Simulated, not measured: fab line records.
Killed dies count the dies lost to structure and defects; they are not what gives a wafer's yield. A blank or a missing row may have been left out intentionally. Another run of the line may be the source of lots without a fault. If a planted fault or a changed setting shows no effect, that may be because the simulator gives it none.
Which tool did it? + flow nand harc + Sampling: 24 lots, 72 wafers, 6 of 1159 route steps

== WHAT THE GAUGES READ, wafer by wafer ==
NHARC_A_BLC_CD_MEAS_10: target cd 100 nm.
| lot  | measured     | on        | cd nm (nm)        |
|------|--------------|-----------|-------------------|
| L076 | day 17 13:25 | cd sem-02 | 100.6 101.7 100.3 |
| L074 | day 17 22:31 | cd sem-03 | 99.8 100.5 99.7   |
| L075 | day 18 03:37 | cd sem-01 | 101.4 100.1 100.3 |
| L078 | day 18 04:46 | cd sem-02 | 99.3 99.3 99.2    |
| L077 | day 18 14:10 | cd sem-01 | 99.7 99.5 100.1   |
| L079 | day 18 17:11 | cd sem-03 | 99.6 99.6 100.1   |
| L080 | day 18 17:54 | cd sem-03 | 99.8 100.5 99.2   |
| L081 | day 19 02:14 | cd sem-02 | 101.2 99.7 100.8  |
| L082 | day 19 06:21 | cd sem-03 | 98.7 99.6 99.3    |
| L084 | day 19 16:10 | cd sem-01 | 100.0 100.1 99.9  |
| L083 | day 19 17:42 | cd sem-02 | 100.6 99.7 99.3   |
| L087 | day 20 00:54 | cd sem-02 | 100.9 100.3 100.6 |
| L086 | day 20 05:05 | cd sem-03 | 101.1 101.1 101.2 |
| L085 | day 20 12:47 | cd sem-02 | 100.4 99.8 99.9   |
| L090 | day 20 18:20 | cd sem-01 | 100.0 99.4 99.4   |
| L089 | day 20 21:11 | cd sem-02 | 99.7 100.6 99.7   |
| L088 | day 21 12:36 | cd sem-03 | 100.4 100.9 99.7  |
| L092 | day 21 13:51 | cd sem-02 | 100.0 100.3 99.6  |
| L091 | day 21 23:51 | cd sem-03 | 100.2 99.5 100.0  |
| L094 | day 22 00:35 | cd sem-01 | 100.1 100.1 100.0 |
| L093 | day 22 00:56 | cd sem-02 | 100.6 99.7 99.9   |
| L095 | day 22 05:37 | cd sem-03 | 99.8 99.9 100.2   |
| L096 | day 22 14:25 | cd sem-01 | 99.9 99.1 99.1    |
| L097 | day 22 18:37 | cd sem-01 | 100.8 100.1 100.0 |

NHARC_A_M0_OVL_MEAS_10: pitch 160 nm.
| lot  | measured     | on         | overlay x nm (nm) | overlay y nm (nm) |
|------|--------------|------------|-------------------|-------------------|
| L076 | day 18 02:12 | overlay-01 | 0.5 0.3 0.8       | 0.1 0.4 0.5       |
| L074 | day 18 04:34 | overlay-01 | 1.3 0.4 0.5       | 0.4 0.4 0.4       |
| L075 | day 18 07:47 | overlay-01 | 0.3 0.6 1.2       | -1.3 -1.2 -2.0    |
| L078 | day 18 08:57 | overlay-02 | 0.3 -0.6 -0.1     | -0.8 -1.0 -0.6    |
| L077 | day 18 18:25 | overlay-02 | -0.6 -0.8 -1.3    | 1.2 1.4 0.9       |
| L079 | day 18 21:13 | overlay-01 | -0.9 -0.4 -0.6    | 0.9 0.0 0.9       |
| L080 | day 18 23:40 | overlay-01 | -1.1 -0.5 -0.6    | -0.5 -0.4 -0.4    |
| L081 | day 19 10:04 | overlay-02 | -0.5 -1.2 -0.6    | -0.6 -0.2 -0.7    |
| L082 | day 19 15:20 | overlay-02 | -1.3 -1.8 -1.7    | -1.5 -2.1 -2.0    |
| L084 | day 19 21:14 | overlay-02 | 0.2 0.3 0.2       | 0.4 -0.4 0.3      |
| L083 | day 19 21:46 | overlay-01 | -1.4 -0.6 -0.7    | -0.9 -0.2 -0.4    |
| L087 | day 20 09:18 | overlay-01 | -0.9 -0.9 -0.6    | -0.4 -0.1 -1.0    |
| L086 | day 20 12:37 | overlay-02 | -1.5 -1.6 -0.9    | -0.5 -0.4 -0.3    |
| L085 | day 20 19:12 | overlay-02 | -0.3 -0.4 -0.7    | -1.2 -1.7 -1.5    |
| L090 | day 20 22:59 | overlay-01 | 1.1 0.3 0.3       | 0.7 0.4 -0.1      |
| L089 | day 21 01:41 | overlay-01 | -0.8 0.0 0.0      | 0.6 1.2 0.6       |
| L088 | day 21 23:18 | overlay-02 | -0.7 0.0 -0.4     | -0.7 -1.0 -0.5    |
| L092 | day 21 23:33 | overlay-02 | -0.5 -1.1 -0.5    | -0.7 -0.2 0.4     |
| L091 | day 22 04:08 | overlay-01 | 0.3 -0.5 0.0      | -1.0 -0.5 -0.9    |
| L094 | day 22 04:54 | overlay-02 | -2.3 -1.4 -2.0    | 0.0 0.6 -0.8      |
| L093 | day 22 05:17 | overlay-02 | -0.1 0.2 -0.6     | 0.5 0.3 0.0       |
| L095 | day 22 09:39 | overlay-02 | 0.1 -0.1 -0.1     | -0.3 0.3 0.2      |
| L096 | day 22 22:20 | overlay-01 | -0.1 -0.7 -0.6    | 0.4 0.7 0.6       |
| L097 | day 23 02:45 | overlay-01 | -1.2 -1.2 -0.7    | 1.0 0.5 1.2       |

== WHICH TOOL RAN EACH LOT (tool, then ch and the chambers of the sampled wafers, then the start) ==
| lot  | NHARC_A_CONTACT_ETCH_139             | NHARC_A_CONTACT_STRIP_26                      | NHARC_A_BLC_ETCH_18                           | NHARC_A_BLC_CMP_25            |
|------|--------------------------------------|-----------------------------------------------|-----------------------------------------------|-------------------------------|
| L076 | har cap etch-02 ch 0,1, day 16 21:32 | rie diel-09 ch 2,3, day 17 13:25 or earlier   | rie diel-02 ch 1,2,3, day 18 00:53 or earlier | cmp-02 ch 1,2,3, day 18 00:53 |
| L074 | har cap etch-03 ch 0,1, day 17 08:55 | rie diel-13 ch 0,2, day 17 22:31 or earlier   | rie diel-02 ch 1,2,3, day 18 03:11 or earlier | cmp-01 ch 0,1,2, day 18 03:11 |
| L075 | har cap etch-02 ch 0,1, day 17 15:37 | rie diel-09 ch 0,1,2, day 18 03:37 or earlier | rie diel-10 ch 0,2, day 18 06:26 or earlier   | cmp-02 ch 0,2,3, day 18 06:26 |
| L078 | har cap etch-03 ch 0,1, day 18 01:17 | rie diel-13 ch 1,2,3, day 18 04:46 or earlier | rie diel-04 ch 0,1,3, day 18 07:34 or earlier | cmp-02 ch 0,2, day 18 07:34   |
| L077 | har cap etch-01 ch 0,1, day 18 09:14 | rie diel-13 ch 0,2,3, day 18 14:10 or earlier | rie diel-02 ch 0,1, day 18 16:59 or earlier   | cmp-03 ch 0,1,2, day 18 16:59 |
| L079 | har cap etch-02 ch 0,1, day 18 10:33 | rie diel-11 ch 0,2,3, day 18 17:11 or earlier | rie diel-02 ch 0,3, day 18 19:56 or earlier   | cmp-01 ch 0,3, day 18 19:56   |
| L080 | har cap etch-02 ch 0,1, day 18 11:53 | rie diel-09 ch 0,1,3, day 18 17:54 or earlier | rie diel-10 ch 1,2,3, day 18 22:16 or earlier | cmp-01 ch 0,3, day 18 22:16   |
| L081 | har cap etch-02 ch 0,1, day 18 18:37 | rie diel-13 ch 0,2, day 19 02:14 or earlier   | rie diel-10 ch 0,1, day 19 08:41 or earlier   | cmp-03 ch 0,1,3, day 19 08:41 |
| L082 | har cap etch-02 ch 0,1, day 18 21:58 | rie diel-13 ch 0,1, day 18 23:25              | rie diel-10 ch 1,2,3, day 19 13:58 or earlier | cmp-02 ch 0,1,2, day 19 13:58 |
| L084 | har cap etch-02 ch 0,1, day 19 10:51 | rie diel-11 ch 0,1,3, day 19 16:10 or earlier | rie diel-10 ch 1,2,3, day 19 19:56 or earlier | cmp-01 ch 0,2,3, day 19 19:56 |
| L083 | har cap etch-01 ch 0,1, day 19 14:01 | rie diel-13 ch 0,1,3, day 19 17:42 or earlier | rie diel-02 ch 1,2,3, day 19 20:29 or earlier | cmp-02 ch 0,1,3, day 19 20:29 |
| L087 | har cap etch-03 ch 0,1, day 19 21:19 | rie diel-11 ch 0,2,3, day 20 00:54 or earlier | rie diel-02 ch 0,3, day 20 07:55 or earlier   | cmp-01 ch 1,2, day 20 07:55   |
| L086 | har cap etch-03 ch 0,1, day 20 00:35 | rie diel-09 ch 1,2, day 20 05:05 or earlier   | rie diel-02 ch 1,2,3, day 20 11:13 or earlier | cmp-02 ch 2,3, day 20 11:13   |
| L085 | har cap etch-01 ch 0,1, day 20 06:32 | rie diel-13 ch 0,3, day 20 12:47 or earlier   | rie diel-02 ch 0,2, day 20 17:57 or earlier   | cmp-03 ch 0,1, day 20 17:57   |
| L090 | har cap etch-01 ch 0,1, day 20 11:31 | rie diel-09 ch 1,2,3, day 20 18:20 or earlier | rie diel-10 ch 2,3, day 20 21:06 or earlier   | cmp-02 ch 1,2, day 20 21:06   |
| L089 | har cap etch-01 ch 1, day 20 17:47   | rie diel-09 ch 0,1,2, day 20 21:11 or earlier | rie diel-02 ch 0,1,3, day 20 23:55 or earlier | cmp-03 ch 0,2, day 20 23:55   |
| L088 | har cap etch-01 ch 0,1, day 21 05:46 | rie diel-09 ch 0,1, day 21 12:36 or earlier   | rie diel-10 ch 2,3, day 21 21:43 or earlier   | cmp-02 ch 0,3, day 21 21:43   |
| L092 | har cap etch-02 ch 0,1, day 21 06:55 | rie diel-13 ch 2,3, day 21 13:51 or earlier   | rie diel-02 ch 1,3, day 21 22:08 or earlier   | cmp-03 ch 0,1,2, day 21 22:08 |
| L091 | har cap etch-02 ch 0,1, day 21 15:48 | rie diel-13 ch 0,3, day 21 23:51 or earlier   | rie diel-04 ch 1,2, day 22 02:44 or earlier   | cmp-01 ch 1,2,3, day 22 02:44 |
| L094 | har cap etch-02 ch 1, day 21 20:11   | rie diel-13 ch 2,3, day 22 00:35 or earlier   | rie diel-10 ch 1,2, day 22 03:41 or earlier   | cmp-01 ch 0,1,2, day 22 03:41 |
| L093 | har cap etch-02 ch 0,1, day 21 21:18 | rie diel-13 ch 0,2, day 22 00:56 or earlier   | rie diel-04 ch 0,1,3, day 22 03:52 or earlier | cmp-03 ch 1,2, day 22 03:52   |
| L095 | har cap etch-02 ch 0,1, day 22 02:04 | rie diel-13 ch 0,2, day 22 05:37 or earlier   | rie diel-10 ch 0,3, day 22 08:24 or earlier   | cmp-03 ch 1,3, day 22 08:24   |
| L096 | har cap etch-02 ch 0,1, day 22 06:51 | rie diel-11 ch 0,2, day 22 14:25 or earlier   | rie diel-02 ch 0,1,2, day 22 20:58 or earlier | cmp-02 ch 0,1, day 22 20:58   |
| L097 | har cap etch-03 ch 0,1, day 22 12:10 | rie diel-13 ch 0,2,3, day 22 18:37 or earlier | rie diel-10 ch 0,1,3, day 23 01:22 or earlier | cmp-02 ch 0,1,3, day 23 01:22 |
- NHARC_A_CONTACT_ETCH_139: etches the open film in C4F8/O2/Ar, time 137 s, target depth 590 nm.
- NHARC_A_CONTACT_STRIP_26: strips in O2.
- NHARC_A_BLC_ETCH_18: etches the open film in C4F8/O2/Ar, target depth 910 nm.
- NHARC_A_BLC_CMP_25: polishes, t overpolish 30 s, target thk 150 nm.

== AS READ BY THE TOOLS THEMSELVES (means over the sampled wafers that have a number; for cases with no such wafer, the mark the record gives instead) ==
NHARC_A_CONTACT_STRIP_26.
| lot  | tool        | drypump motor current A (A) | o2 flow sccm (sccm) | oes product au (a.u.) | rf vpp V (V) | showerhead plenum p Torr (Torr) | throttle valve pct (%) |
|------|-------------|-----------------------------|---------------------|-----------------------|--------------|---------------------------------|------------------------|
| L076 | rie diel-09 | 5.5                         | 499.6               | 0.998                 | 57.8         | 3.49                            | 17.045                 |
| L074 | rie diel-13 | 6.0                         | 499.0               | 1.008                 | 57.8         | 3.59                            | 17.041                 |
| L075 | rie diel-09 | 5.9                         | 501.1               | 0.999                 | 58.1         | 3.62                            | 17.032                 |
| L078 | rie diel-13 | 5.8                         | 499.0               | 0.996                 | 57.3         | 3.52                            | 17.036                 |
| L077 | rie diel-13 | 5.6                         | 501.1               | 1.015                 | 57.7         | 3.53                            | 17.031                 |
| L079 | rie diel-11 | 5.7                         | 499.4               | 1.004                 | 57.3         | 3.52                            | 17.035                 |
| L080 | rie diel-09 | 6.0                         | 499.2               | 0.996                 | 57.4         | 3.57                            | 17.043                 |
| L081 | rie diel-13 | 5.8                         | 497.8               | 0.998                 | 57.4         | 3.56                            | 17.035                 |
| L082 | rie diel-13 | 5.7                         | 499.6               | 1.000                 | 58.5         | 3.52                            | 17.039                 |
| L084 | rie diel-11 | 5.4                         | 500.3               | 0.994                 | 57.2         | 3.43                            | 17.037                 |
| L083 | rie diel-13 | 5.6                         | 499.5               | 0.992                 | 57.7         | 3.49                            | 17.037                 |
| L087 | rie diel-11 | 5.7                         | 500.5               | 1.004                 | 58.4         | 3.52                            | 17.033                 |
| L086 | rie diel-09 | 5.9                         | 499.3               | 0.984                 | 58.3         | 3.57                            | 17.031                 |
| L085 | rie diel-13 | 5.4                         | 500.0               | 0.996                 | 57.8         | 3.50                            | 17.039                 |
| L090 | rie diel-09 | 5.9                         | 500.4               | 0.992                 | 58.1         | 3.52                            | 17.035                 |
| L089 | rie diel-09 | 5.9                         | 500.0               | 0.987                 | 57.7         | 3.61                            | 17.034                 |
| L088 | rie diel-09 | 6.4                         | 500.4               | 0.996                 | 59.1         | 3.65                            | 17.034                 |
| L092 | rie diel-13 | 5.5                         | 499.6               | 0.991                 | 58.7         | 3.50                            | 17.038                 |
| L091 | rie diel-13 | 5.3                         | 501.2               | 0.995                 | 57.8         | 3.47                            | 17.034                 |
| L094 | rie diel-13 | 5.4                         | 501.7               | 0.996                 | 58.0         | 3.50                            | 17.042                 |
| L093 | rie diel-13 | 5.8                         | 500.7               | 1.005                 | 58.3         | 3.56                            | 17.036                 |
| L095 | rie diel-13 | 6.0                         | 499.7               | 1.000                 | 57.5         | 3.58                            | 17.037                 |
| L096 | rie diel-11 | 6.0                         | 499.2               | 0.993                 | 57.4         | 3.55                            | 17.031                 |
| L097 | rie diel-13 | 5.6                         | 500.6               | 1.004                 | 58.4         | 3.52                            | 17.037                 |

NHARC_A_BLC_ETCH_18.
| lot  | tool        | oes product au (a.u.) | rf vpp V (V) |
|------|-------------|-----------------------|--------------|
| L076 | rie diel-02 | 0.969                 | 983.5        |
| L074 | rie diel-02 | 0.976                 | 983.9        |
| L075 | rie diel-10 | 0.946                 | 979.9        |
| L078 | rie diel-04 | 0.927                 | 981.2        |
| L077 | rie diel-02 | 0.981                 | 981.2        |
| L079 | rie diel-02 | 0.988                 | 983.4        |
| L080 | rie diel-10 | 0.979                 | 981.0        |
| L081 | rie diel-10 | 0.962                 | 980.3        |
| L082 | rie diel-10 | 0.976                 | 982.7        |
| L084 | rie diel-10 | 0.932                 | 983.0        |
| L083 | rie diel-02 | 0.924                 | 983.4        |
| L087 | rie diel-02 | 0.963                 | 982.1        |
| L086 | rie diel-02 | 0.929                 | 983.3        |
| L085 | rie diel-02 | 0.954                 | 981.6        |
| L090 | rie diel-10 | 0.978                 | 981.3        |
| L089 | rie diel-02 | 0.965                 | 982.3        |
| L088 | rie diel-10 | 0.933                 | 984.7        |
| L092 | rie diel-02 | 0.977                 | 983.3        |
| L091 | rie diel-04 | 0.987                 | 982.5        |
| L094 | rie diel-10 | 0.958                 | 980.1        |
| L093 | rie diel-04 | 0.948                 | 979.2        |
| L095 | rie diel-10 | 0.921                 | 982.7        |
| L096 | rie diel-02 | 0.959                 | 980.6        |
| L097 | rie diel-10 | 0.973                 | 982.4        |

NHARC_A_BLC_CMP_25.
| lot  | tool   | motor current A (A) | overpolish run s (s) | slurry filter dp kPa (kPa) | time to endpoint s (s) |
|------|--------|---------------------|----------------------|----------------------------|------------------------|
| L076 | cmp-02 | 11.2                | 29.995               | 13.68                      | 26.8                   |
| L074 | cmp-01 | 12.5                | 30.013               | 13.56                      | 28.0                   |
| L075 | cmp-02 | 11.9                | 29.996               | 13.58                      | 29.9                   |
| L078 | cmp-02 | 11.3                | 30.000               | 13.57                      | 29.8                   |
| L077 | cmp-03 | 12.2                | 29.997               | 13.50                      | 29.8                   |
| L079 | cmp-01 | 12.9                | 30.011               | 13.55                      | 26.2                   |
| L080 | cmp-01 | 13.1                | 30.008               | 13.58                      | 26.2                   |
| L081 | cmp-03 | 12.4                | 30.003               | 13.51                      | 29.9                   |
| L082 | cmp-02 | 11.4                | 30.001               | 13.44                      | 28.5                   |
| L084 | cmp-01 | 12.6                | 30.007               | 13.51                      | 29.6                   |
| L083 | cmp-02 | 11.7                | 30.005               | 13.60                      | 30.1                   |
| L087 | cmp-01 | 12.1                | 29.997               | 13.44                      | 27.8                   |
| L086 | cmp-02 | 11.6                | 30.000               | 13.42                      | 26.1                   |
| L085 | cmp-03 | 12.6                | 29.992               | 13.52                      | 30.0                   |
| L090 | cmp-02 | 11.1                | 30.001               | 13.46                      | 31.1                   |
| L089 | cmp-03 | 11.1                | 30.004               | 13.61                      | 28.1                   |
| L088 | cmp-02 | 12.0                | 29.999               | 13.46                      | 24.5                   |
| L092 | cmp-03 | 11.7                | 29.995               | 13.63                      | 27.7                   |
| L091 | cmp-01 | 12.4                | 29.994               | 13.42                      | 30.0                   |
| L094 | cmp-01 | 12.6                | 30.006               | 13.48                      | 25.9                   |
| L093 | cmp-03 | 11.6                | 29.998               | 13.55                      | 26.8                   |
| L095 | cmp-03 | 12.2                | 30.000               | 13.37                      | 27.3                   |
| L096 | cmp-02 | 11.7                | 29.997               | 13.43                      | 31.7                   |
| L097 | cmp-02 | 11.7                | 29.999               | 13.38                      | 31.5                   |

== THE ANSWER, worked out from the rows above alone ==
Rule: the usual values come from the lots themselves. Put in order of their means at a reading, lots are off if they are a third of the lots or fewer, leave a main group of 4 or more, and stand apart from it by a gap of 3 or more times the standard deviation of the main group's means; of several such gaps the widest counts. A main group is skipped when, at the precision printed for the reading in the tables above, its means are all equal. Also off: a lot with no number at a reading for which 4 or more lots have one. All remaining lots with rows at the step are treated as sound. After the gauges, taken in route order, come the tools' own readings; for these a lot's mean is taken, as printed above. At the first step where some lot is off, the reading lying furthest off is the one used; lots without a number count as furthest.
Nothing can be told from this: no lot is off at any reading shown.

== WHAT THE SIMULATOR HAD INSERTED ==
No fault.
